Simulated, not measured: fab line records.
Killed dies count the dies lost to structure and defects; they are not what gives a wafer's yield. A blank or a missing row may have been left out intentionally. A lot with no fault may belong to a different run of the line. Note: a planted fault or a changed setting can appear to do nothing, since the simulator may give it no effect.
Comparing a struck lot with a sound one -- flow nand harc -- 10 out of 1159 route steps
Sound: these wafers, L543.2, L543.4, L543.5. Struck: wafer L551.6 (left out: L551.2, L551.5 of the same lot, which were not struck); the cause appears at the end.
Per side, at each step with rows, come the tool, then ch with its chambers, and then its first start. Under that, the readings that differ: sound wafers -- struck wafers -- difference of the means -- sigmas: that difference in standard deviations of wafers without a fault.
alike: a reading whose means differ by less than 2 such deviations, as well as words and numbers matching on both sides. not compared: withheld readings; readings where some wafer has no value; bounds like >300 that might hide an equal value; numbers whose values overlap and for which the record gives no deviation.
The two part at a step that has a row with sigmas, a row that says differs or no value, or rows on one side only. Numbers that have no deviation but don't overlap get no sigmas and don't part them. A reading that every wafer of one side lacks parts them only if that side has two wafers or more.

first, 1 step without rows for these wafers: NHARC_A_WL_FILL_CVD_23 (deposits poly-Si, target thk 40 nm, time 800 s).
NHARC_A_WL_FILL_ETCHBACK_26: etches the open film in HBr, target depth 52 nm, time 13.3 s.
  sound on rie si-05 ch 0,2, day 16 06:46; struck on rie si-01 ch 2, day 19 01:33
  alike: drypump motor current A, oes product au, rf fwd power W, throttle valve pct
  not compared: rf hours counter h
then, 2 steps without rows for these wafers: NHARC_A_WL_FILL_PRECLEAN_30 (cleans in dHF, time 10 s); NHARC_A_WL_FILL_SRD_14.
NHARC_A_WL_FILL_ALD_19: deposits TiN, target thk 2 nm, pulse time 3 s, ald cycles 100.
  sound on ald metal-01 ch 0,3, day 16 07:02; struck on ald metal-01 ch 2, day 19 01:53
  alike: heater power w, precursor pulse height rel
NHARC_A_WL_FILL_CVD_20: deposits W, target thk 75 nm, time 5064 s.
  sound on cvd w-01 ch 0,1; struck on cvd w-02 ch 1
  alike: chamber pressure Torr, heater power w, throttle valve pct
NHARC_A_WL_FILL_CMP_12: polishes, t overpolish 30 s, target thk 75 nm.
  sound on cmp-03 ch 1,2,3, day 16 12:14; struck on cmp-03 ch 3, day 19 11:26
reading,sound,struck,difference,sigmas
time to endpoint s (s),15.0 16.0 14.6,20.3,+5.1,+2
  alike: motor current A, overpolish run s
next, for these wafers, 1 step has no rows: NHARC_A_WL_FILL_SRD_31.
NHARC_A_WL_FILL_INSPECT_15:
  sound: defect inspect-02 at day 16 12:41; struck: defect inspect-02 at day 19 11:51
  alike: raw defect count
NHARC_A_CONTACT_DEP_24: deposits SiO2, target thk 500 nm.
  sound on pecvd-03 ch 0,2, day 16 12:52; struck on pecvd-02 ch 0, day 19 11:55
reading,sound,struck,difference,sigmas
heater power w (W),559 570 623,838,+254,+3
mfc precursor sccm (sccm),161.7 161.3 162.2,165.7,+4.0,+9
  alike: chamber pressure Torr, rf fwd power W, throttle valve pct

== WHERE THEY PART ==
First at NHARC_A_WL_FILL_CMP_12; last, within this record, at NHARC_A_CONTACT_DEP_24.

WHY: what had been put in by the simulator
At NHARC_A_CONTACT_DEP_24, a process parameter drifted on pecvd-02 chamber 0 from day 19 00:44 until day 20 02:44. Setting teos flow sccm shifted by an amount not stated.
